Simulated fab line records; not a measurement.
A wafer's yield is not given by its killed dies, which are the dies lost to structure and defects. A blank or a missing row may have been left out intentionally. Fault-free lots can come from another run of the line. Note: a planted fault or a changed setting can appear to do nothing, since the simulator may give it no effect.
Lot-split experiment :: flow n5Finfet :: 21 wafers read from 7 lots, route of 1938 steps

== SPLIT DETAILS ==
At N5_MOL_CONTACT_COAG_CONTACT_ETCH_14 (etches SiO2 in C4F6/O2, target depth 27.5 nm, overetch 8.5 nm, time 20 s), the setting sourceW was moved away from the recipe's 370 W on 8 of the 21 wafers read, by -15.2% to +9.5%. The other wafers ran this setting at the recipe's value.

The split's own step is where the reading is taken.

== THE READING ==
rfVppV, in V, at N5_MOL_CONTACT_COAG_CONTACT_ETCH_14 (etches SiO2 in C4F6/O2, target depth 27.5 nm, overetch 8.5 nm, time 20 s). On this fab line, fault-free wafers typically give 694 V with a standard deviation of 3.6 V.

wafer: L076.2
tool, chamber at the split: rieDiel-01, 0
sourceW as run, W: 370
against the recipe: recipe
rfVppV, V: 698
against lot-mates on the recipe: -

wafer: L076.3
tool, chamber at the split: rieDiel-01, 1
sourceW as run, W: 370
against the recipe: recipe
rfVppV, V: 695
against lot-mates on the recipe: -

wafer: L076.4
tool, chamber at the split: rieDiel-01, 0
sourceW as run, W: 400
against the recipe: +8.1%
rfVppV, V: 689
against lot-mates on the recipe: -8

wafer: L081.1
tool, chamber at the split: rieDiel-01, 2
sourceW as run, W: 370
against the recipe: recipe
rfVppV, V: 696
against lot-mates on the recipe: -

wafer: L081.4
tool, chamber at the split: rieDiel-01, 1
sourceW as run, W: 370
against the recipe: recipe
rfVppV, V: 696
against lot-mates on the recipe: -

wafer: L081.5
tool, chamber at the split: rieDiel-01, 3
sourceW as run, W: 338.6
against the recipe: -8.5%
rfVppV, V: 709
against lot-mates on the recipe: +13

wafer: L083.1
tool, chamber at the split: rieDiel-01, 0
sourceW as run, W: 370
against the recipe: recipe
rfVppV, V: 696
against lot-mates on the recipe: -

wafer: L083.2
tool, chamber at the split: rieDiel-01, 2
sourceW as run, W: 405.3
against the recipe: +9.5%
rfVppV, V: 681
against lot-mates on the recipe: -14

wafer: L083.5
tool, chamber at the split: rieDiel-01, 1
sourceW as run, W: 370
against the recipe: recipe
rfVppV, V: 695
against lot-mates on the recipe: -

wafer: L090.4
tool, chamber at the split: rieDiel-05, 1
sourceW as run, W: 370
against the recipe: recipe
rfVppV, V: 692
against lot-mates on the recipe: -

wafer: L090.5
tool, chamber at the split: rieDiel-05, 2
sourceW as run, W: 370
against the recipe: recipe
rfVppV, V: 696
against lot-mates on the recipe: -

wafer: L090.6
tool, chamber at the split: rieDiel-05, 3
sourceW as run, W: 313.8
against the recipe: -15.2%
rfVppV, V: 720
against lot-mates on the recipe: +26

wafer: L091.1
tool, chamber at the split: rieDiel-01, 3
sourceW as run, W: 370
against the recipe: recipe
rfVppV, V: 700
against lot-mates on the recipe: -

wafer: L091.3
tool, chamber at the split: rieDiel-01, 0
sourceW as run, W: 370
against the recipe: recipe
rfVppV, V: 696
against lot-mates on the recipe: -

wafer: L091.6
tool, chamber at the split: rieDiel-01, 2
sourceW as run, W: 338.6
against the recipe: -8.5%
rfVppV, V: 718
against lot-mates on the recipe: +20

wafer: L093.1
tool, chamber at the split: rieDiel-03, 3
sourceW as run, W: 370
against the recipe: recipe
rfVppV, V: 687
against lot-mates on the recipe: -

wafer: L093.3
tool, chamber at the split: rieDiel-03, 0
sourceW as run, W: 370
against the recipe: recipe
rfVppV, V: 696
against lot-mates on the recipe: -

wafer: L093.6
tool, chamber at the split: rieDiel-03, 0
sourceW as run, W: 370
against the recipe: recipe
rfVppV, V: 694
against lot-mates on the recipe: -

wafer: L095.1
tool, chamber at the split: rieDiel-01, 2
sourceW as run, W: 392.5
against the recipe: +6.1%
rfVppV, V: 689
against lot-mates on the recipe: no lot-mate on the recipe

wafer: L095.5
tool, chamber at the split: rieDiel-01, 0
sourceW as run, W: 392.5
against the recipe: +6.1%
rfVppV, V: 692
against lot-mates on the recipe: no lot-mate on the recipe

wafer: L095.6
tool, chamber at the split: rieDiel-01, 1
sourceW as run, W: 392.5
against the recipe: +6.1%
rfVppV, V: 681
against lot-mates on the recipe: no lot-mate on the recipe

FIT RESULTS
A straight line over all 21 wafers: rfVppV changes by -1.59 V for each +1% of sourceW; r = -0.92; the points scatter about the line by 3.9 V.
The same after taking each lot's own level away (the mean of its wafers on the recipe; 18 wafers): -1.62 V for each +1%; r = -0.96; scatter 2.8 V.
On that fit, the largest move of sourceW shifts the reading by 25 V.
Across the lots, their own levels run from 692.3 to 698.0 V, a range of 1.6 times the standard deviation given above.
The two slopes are in agreement: the lot-to-lot level therefore moves the slope only a little.
Check: +24.9 V against its lot-mates is what the line predicts for one of the wafers moved furthest among these (-15.2%) when that wafer is left out of the fit. Against them it came out at +26 V.
Tool readings at the split's step, against how far the setting was moved: rfVppV r = -0.92.

== OTHER SPLITS APPLIED TO THESE WAFERS ==
Note: prior to the reading, these wafers also went through further splits. Each is held against what the fit with the lots' levels taken away leaves over:
other split on the same wafers: N5_ZERO_LAYER_PECVD_02 timeS
wafers away from the commonest value: 5
r with rfVppV (lot level and that fit taken away): -0.15

other split on the same wafers: N5_ZERO_LAYER_COAT_05 spinRpm
wafers away from the commonest value: 7
r with rfVppV (lot level and that fit taken away): -0.03

other split on the same wafers: N5_PMOS_HMC_CHANNEL_EPI_COAT_31 spinRpm
wafers away from the commonest value: 7
r with rfVppV (lot level and that fit taken away): +0.12

other split on the same wafers: N5_FIN_SAQP_ETCH_65 timeS
wafers away from the commonest value: 5
r with rfVppV (lot level and that fit taken away): -0.10

other split on the same wafers: N5_DUMMY_GATE_DESCUM_20 timeS
wafers away from the commonest value: 6
r with rfVppV (lot level and that fit taken away): +0.04

other split on the same wafers: N5_SD_EPI_N_ETCH_16 targetDepthA
wafers away from the commonest value: 5
r with rfVppV (lot level and that fit taken away): +0.13

other split on the same wafers: N5_SD_EPI_P_EPI_21 timeS
wafers away from the commonest value: 3
r with rfVppV (lot level and that fit taken away): +0.19

other split on the same wafers: N5_SD_ACTIVATION_LSA_01 tempC
wafers away from the commonest value: 7
r with rfVppV (lot level and that fit taken away): -0.26

other split on the same wafers: N5_HKMG_FIN_COAT_42 spinRpm
wafers away from the commonest value: 6
r with rfVppV (lot level and that fit taken away): -0.14

other split on the same wafers: N5_HKMG_FIN_ETCH_55 biasW
wafers away from the commonest value: 5
r with rfVppV (lot level and that fit taken away): +0.43

== THE FILE'S OWN FIT ==
rfVppV changes by -1.66 V for each +1% of sourceW, r = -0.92.
